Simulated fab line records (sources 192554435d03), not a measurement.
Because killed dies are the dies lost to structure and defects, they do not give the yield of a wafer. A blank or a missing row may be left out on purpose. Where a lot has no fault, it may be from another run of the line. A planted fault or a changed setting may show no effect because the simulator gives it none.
Struck lot and sound lot, side by side / flow n5-finfet / 36 steps out of a route of 1938
Sound: these wafers, L825.2, L825.5, L825.6. Struck: wafer L813.3 (left out: L813.4, a lot-mate that was not struck); the cause follows at the end.
Per side, at each step with rows, come the tool, then ch with its chambers, and then its first start. Under that, the readings that differ: sound wafers / struck wafers / difference of the means / sigmas: that difference in standard deviations of wafers without a fault.
alike: readings whose means differ by less than 2 such deviations, and words and numbers that are the same on both sides. not compared: withheld readings, readings that some wafer has no value for, bounds like >300 that may hide the same value, and numbers for which the record gives no deviation and whose values overlap.
Wherever a step has rows on one side only, a row that says differs or no value, or a row with sigmas, the two part there. Non-overlapping numbers with no deviation appear without sigmas and do not part them. A reading missing from all wafers of one side parts the sides only when that side holds two or more wafers.

first, 9 steps without rows for these wafers: N5_BEOL_M4_ANNEAL_95 (time 240 s); N5_BEOL_M4_SPUTTER_96 (material Cu, target thk 4.5 nm, time 8.29 s); N5_BEOL_M4_ECD_50 (material Cu, target thk 300 nm); N5_BEOL_M4_ANNEAL_51 (time 90 s); N5_BEOL_M4_CMP_52 (polishes, stops on SiOC, t overpolish 6.8 s, target thk 40 nm); N5_BEOL_M4_PRE_CLEAN_60 (time 15 s); N5_BEOL_M4_CO_CAP_55 (material Co, precursor CCTBA/H2, target thk 2 nm, time 102.1 s); N5_BEOL_M4_PRE_CLEAN_56 (time 15 s); N5_BEOL_M4_DEP_57 (deposits SiCN from 3MS/NH3, target thk 8 nm, time 14 s).
N5_BEOL_M4_RC_MEAS_101:
  sound on prober-01 ch 0, day 11 22:40; struck on prober-01 ch 0, day 9 07:32
reading=ION_N (uA/um); sound=683 668 679; struck=638; difference=-39; sigmas=-3
reading=ION_P (uA/um); sound=467 462 459; struck=442; difference=-21; sigmas=-2
  alike: DIBL_N, DIBL_P, IOFF_N, IOFF_P, SS_N, SS_P, VT_N, VT_P
then, 24 steps without rows for these wafers: N5_BEOL_M5_ILD_DEP_00 (deposits SiCOH lowk from DEMS/porogen, target thk 140.64 nm, time 25.9 s); N5_BEOL_M5_CURE_79 (cures SiCOH lowk, time 240 s); N5_BEOL_M5_PECVD_70 (deposits SiO2 from TEOS/O2, target thk 16 nm, time 18 s); N5_BEOL_M5_HM_DEP_02 (deposits TiN, target thk 20 nm); N5_BEOL_M5_COAT_59 (time 60 s, resist thk 60 nm); N5_BEOL_M5_COAT_60 (time 60 s, resist thk 12 nm); N5_BEOL_M5_COAT_71 (time 60 s, resist thk 5 nm); N5_BEOL_M5_COAT_05 (resist thk 30 nm); N5_BEOL_M5_EBR_07; N5_BEOL_M5_SOFTBAKE_06 (time 60 s); N5_BEOL_M5_EXPOSE_08 (exposes mask M5, target cd 28 nm); N5_BEOL_M5_PEB_09 (peb time 60 s); N5_BEOL_M5_DEVELOP_10 (develop time 30 s); N5_BEOL_M5_DESCUM_16 (chemistry O2, time 7 s); N5_BEOL_M5_ETCH_72 (etches underlayer in N2/H2, target depth 6.5 nm, time 5.2 s); N5_BEOL_M5_ETCH_61 (etches SiARC in CF4, target depth 15.6 nm, time 26 s); N5_BEOL_M5_ETCH_62 (etches SOC in N2/H2, target depth 75 nm, overetch 15 nm, time 112.5 s); N5_BEOL_M5_STRIP_63 (strips in N2/H2); N5_BEOL_M5_STRIP_73 (strips in N2/H2); N5_BEOL_M5_STRIP_64 (strips in CF4); N5_BEOL_M5_HM_OPEN_17 (chemistry Cl2/BCl3, target TiN, target depth 20 nm, overetch 6 nm); N5_BEOL_M5_STRIP_19 (strips in O2); N5_BEOL_M5_COAT_65 (time 60 s, resist thk 60 nm); N5_BEOL_M5_COAT_66 (time 60 s, resist thk 12 nm).
-- here the record skips 4 days between the struck wafers' starts before and after, leaving off in module BEOL_M5 and picking up in module BEOL_M15 (first step shown: number 1821 of the route) --
N5_BEOL_M15_SPUTTER_45: material Cu, target thk 100 nm, time 16.67 s.
  sound on pvd-sputter-01, day 15 23:45; struck on pvd-sputter-02, day 13 02:16
  alike: bias-v, cathode-dc-power-W, throttle-valve-pct
N5_PASSIVATION_PROBE_49:
  the record has rows for the struck wafers here (prober-01, day 13 19:50) and none for the sound ones

## WHERE THEY PART
First at N5_BEOL_M4_RC_MEAS_101; last, within this record, at N5_PASSIVATION_PROBE_49.

WHY: what the simulator had put in
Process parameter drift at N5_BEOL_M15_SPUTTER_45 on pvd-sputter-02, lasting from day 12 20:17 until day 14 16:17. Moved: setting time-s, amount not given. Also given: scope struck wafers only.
